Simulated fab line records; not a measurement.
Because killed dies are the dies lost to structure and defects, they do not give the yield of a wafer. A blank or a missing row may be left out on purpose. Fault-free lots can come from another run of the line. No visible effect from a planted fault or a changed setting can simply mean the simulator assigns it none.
Chamber matching :: flow n5Finfet :: rieDiel-04 running N5_BEOL_M11_ETCH_66: 4 sister chambers
The step etches SOC in N2/H2, target depth 120 nm, overetch 24 nm, time 180 s. 20 wafers are shown with their chamber, then 10 later ones without.

== EACH WAFER AND ITS CHAMBER ==
wafer: L074.3
chamber: 3
drypumpMotorCurrentA (A): 5.5
throttleValvePct (%): 18.18
oesProductAu (a.u.): 0.56

wafer: L074.4
chamber: 2
drypumpMotorCurrentA (A): 5.8
throttleValvePct (%): 17.56
oesProductAu (a.u.): 0.75

wafer: L074.5
chamber: 2
drypumpMotorCurrentA (A): 5.8
throttleValvePct (%): 17.57
oesProductAu (a.u.): 0.75

wafer: L075.3
chamber: 0
drypumpMotorCurrentA (A): 5.7
throttleValvePct (%): 18.08
oesProductAu (a.u.): 0.57

wafer: L075.4
chamber: 1
drypumpMotorCurrentA (A): 5.9
throttleValvePct (%): 17.89
oesProductAu (a.u.): 0.57

wafer: L075.6
chamber: 1
drypumpMotorCurrentA (A): 5.9
throttleValvePct (%): 17.91
oesProductAu (a.u.): 0.57

wafer: L076.1
chamber: 1
drypumpMotorCurrentA (A): 5.9
throttleValvePct (%): 17.91
oesProductAu (a.u.): 0.57

wafer: L076.2
chamber: 2
drypumpMotorCurrentA (A): 5.8
throttleValvePct (%): 17.56
oesProductAu (a.u.): 0.73

wafer: L076.5
chamber: 3
drypumpMotorCurrentA (A): 5.5
throttleValvePct (%): 18.18
oesProductAu (a.u.): 0.56

wafer: L080.1
chamber: 1
drypumpMotorCurrentA (A): 5.9
throttleValvePct (%): 17.92
oesProductAu (a.u.): 0.58

wafer: L080.4
chamber: 0
drypumpMotorCurrentA (A): 5.7
throttleValvePct (%): 18.11
oesProductAu (a.u.): 0.57

wafer: L080.5
chamber: 3
drypumpMotorCurrentA (A): 5.5
throttleValvePct (%): 18.19
oesProductAu (a.u.): 0.56

wafer: L086.2
chamber: 0
drypumpMotorCurrentA (A): 5.7
throttleValvePct (%): 18.12
oesProductAu (a.u.): 0.57

wafer: L086.3
chamber: 1
drypumpMotorCurrentA (A): 5.9
throttleValvePct (%): 17.95
oesProductAu (a.u.): 0.57

wafer: L086.6
chamber: 0
drypumpMotorCurrentA (A): 5.7
throttleValvePct (%): 18.13
oesProductAu (a.u.): 0.57

wafer: L088.1
chamber: 0
drypumpMotorCurrentA (A): 5.7
throttleValvePct (%): 18.13
oesProductAu (a.u.): 0.56

wafer: L088.2
chamber: 1
drypumpMotorCurrentA (A): 6.0
throttleValvePct (%): 17.96
oesProductAu (a.u.): 0.56

wafer: L088.3
chamber: 2
drypumpMotorCurrentA (A): 5.8
throttleValvePct (%): 17.59
oesProductAu (a.u.): 0.70

wafer: L087.3
chamber: 2
drypumpMotorCurrentA (A): 5.8
throttleValvePct (%): 17.60
oesProductAu (a.u.): 0.70

wafer: L087.4
chamber: 3
drypumpMotorCurrentA (A): 5.5
throttleValvePct (%): 17.86
oesProductAu (a.u.): 0.77

SIGNATURES (means of the wafers above)
reading: drypumpMotorCurrentA
chamber 0: 5.700
chamber 1: 5.917
chamber 2: 5.800
chamber 3: 5.500
scatter within a chamber: 0.0228

reading: throttleValvePct
chamber 0: 18.1140
chamber 1: 17.9233
chamber 2: 17.5760
chamber 3: 18.1025
scatter within a chamber: 0.0729

reading: oesProductAu
chamber 0: 0.5680
chamber 1: 0.5700
chamber 2: 0.7260
chamber 3: 0.6125
scatter within a chamber: 0.0474
Rule: a wafer lies at a distance from a chamber equal to the root of the sum of squares, over the readings, of (its reading less the chamber's mean, divided by the reading's scatter). If the next closest chamber is less than 2 further off than the closest, the wafer can't be placed; otherwise it belongs to the closest. How the scatter is found: for the shown wafers, subtract from each reading the mean of its chamber, square and add these, divide the total by (wafers less chambers), then take the root.

== WAFERS MISSING THEIR CHAMBER ==
wafer: L087.5
drypumpMotorCurrentA (A): 5.7
throttleValvePct (%): 17.60
oesProductAu (a.u.): 0.70

wafer: L091.1
drypumpMotorCurrentA (A): 5.7
throttleValvePct (%): 18.12
oesProductAu (a.u.): 0.57

wafer: L091.4
drypumpMotorCurrentA (A): 6.0
throttleValvePct (%): 17.96
oesProductAu (a.u.): 0.56

wafer: L091.5
drypumpMotorCurrentA (A): 5.7
throttleValvePct (%): 18.14
oesProductAu (a.u.): 0.55

wafer: L094.1
drypumpMotorCurrentA (A): 5.9
throttleValvePct (%): 17.96
oesProductAu (a.u.): 0.55

wafer: L094.2
drypumpMotorCurrentA (A): 5.5
throttleValvePct (%): 17.88
oesProductAu (a.u.): 0.74

wafer: L094.4
drypumpMotorCurrentA (A): 5.7
throttleValvePct (%): 17.60
oesProductAu (a.u.): 0.69

wafer: L096.1
drypumpMotorCurrentA (A): 5.5
throttleValvePct (%): 17.90
oesProductAu (a.u.): 0.73

wafer: L096.3
drypumpMotorCurrentA (A): 5.8
throttleValvePct (%): 17.64
oesProductAu (a.u.): 0.69

wafer: L096.5
drypumpMotorCurrentA (A): 5.7
throttleValvePct (%): 18.16
oesProductAu (a.u.): 0.55

== EACH ONE'S CHAMBER ==
wafer: L087.5
from the rows above: 2
in truth: 2

wafer: L091.1
from the rows above: 0
in truth: 0

wafer: L091.4
from the rows above: 1
in truth: 1

wafer: L091.5
from the rows above: 0
in truth: 0

wafer: L094.1
from the rows above: 1
in truth: 1

wafer: L094.2
from the rows above: 3
in truth: 3

wafer: L094.4
from the rows above: 2
in truth: 2

wafer: L096.1
from the rows above: 3
in truth: 3

wafer: L096.3
from the rows above: 2
in truth: 2

wafer: L096.5
from the rows above: 0
in truth: 0
Placed correctly: 10 of 10. From these rows, 0 cannot be placed. Number placed wrongly: 0.
